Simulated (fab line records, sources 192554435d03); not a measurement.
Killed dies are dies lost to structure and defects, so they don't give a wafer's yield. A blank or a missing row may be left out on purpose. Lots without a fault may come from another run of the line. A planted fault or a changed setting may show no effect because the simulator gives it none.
Chamber matching | flow n5_finfet | N5_ILD0_LINER_00 on ald_sin-01: 4 sister chambers
The step material SiNx, target thk 4 nm, pulse time 1 s, purge time 2 s. 20 wafers are shown with their chamber, then 10 later ones without.

WAFERS WITH THEIR CHAMBER
wafer  | chamber | heater_power_w (W) | susceptor_temp_C (C) | precursor_pulse_height_rel
L074.2 | 0       | 810                | 399.89               | 0.967
L074.3 | 2       | 906                | 400.33               | 0.992
L074.4 | 1       | 780                | 399.70               | 1.004
L076.3 | 2       | 934                | 399.89               | 0.978
L076.5 | 3       | 971                | 400.19               | 1.007
L076.6 | 2       | 923                | 400.22               | 0.986
L079.1 | 0       | 823                | 400.00               | 0.973
L079.4 | 2       | 922                | 400.00               | 0.988
L079.6 | 0       | 844                | 400.11               | 1.013
L082.1 | 2       | 938                | 399.82               | 0.998
L082.4 | 1       | 762                | 399.84               | 1.001
L082.6 | 1       | 781                | 400.26               | 1.007
L087.1 | 2       | 921                | 400.26               | 1.038
L087.2 | 1       | 783                | 399.84               | 1.014
L087.3 | 0       | 817                | 399.73               | 1.027
L091.1 | 0       | 849                | 400.00               | 1.008
L091.2 | 3       | 965                | 400.16               | 0.996
L091.3 | 1       | 775                | 399.93               | 0.998
L093.1 | 0       | 843                | 400.32               | 1.022
L093.5 | 1       | 776                | 399.59               | 0.994

SIGNATURES (means of the wafers above)
reading                    | chamber 0 | chamber 1 | chamber 2 | chamber 3 | scatter within a chamber
heater_power_w             | 831.00    | 776.17    | 924.00    | 968.00    | 11.9
susceptor_temp_C           | 400.0083  | 399.8600  | 400.0867  | 400.1750  | 0.207
precursor_pulse_height_rel | 1.00167   | 1.00300   | 0.99667   | 1.00150   | 0.0191
Rule: a wafer's distance from a chamber is the root of the sum, over the readings, of the square of ((its reading less the chamber's mean) divided by the reading's scatter). The wafer belongs to the nearest chamber; if the next one is less than 2 further off, it can't be placed. The scatter: the root of (the sum of the squares of (reading less its chamber's mean) over the shown wafers, divided by (wafers less chambers)).

WAFERS WITHOUT THEIR CHAMBER
wafer  | heater_power_w (W) | susceptor_temp_C (C) | precursor_pulse_height_rel
L093.6 | 836                | 399.87               | 0.996
L094.1 | 972                | 399.86               | 0.984
L094.3 | 759                | 399.96               | 0.983
L094.4 | 912                | 400.03               | 0.983
L095.2 | 845                | 399.77               | 0.945
L095.4 | 915                | 400.34               | 1.010
L095.5 | 836                | 399.88               | 0.983
L096.1 | 822                | 400.10               | 0.972
L096.3 | 951                | 399.72               | 0.989
L096.6 | 1006               | 399.80               | 0.986

WHICH CHAMBER EACH WENT THROUGH
wafer  | from the rows above     | in truth
L093.6 | 0                       | 0
L094.1 | 3                       | 3
L094.3 | 1                       | 1
L094.4 | 2                       | 2
L095.2 | 0                       | 0
L095.4 | 2                       | 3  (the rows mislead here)
L095.5 | 0                       | 0
L096.1 | 0                       | 0
L096.3 | can't be placed: 3 or 2 | 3
L096.6 | 3                       | 3
Placed correctly: 8 of 10. Can't be placed from these rows: 1 (the true chamber is among the candidates in 1). Placed wrongly: 1.
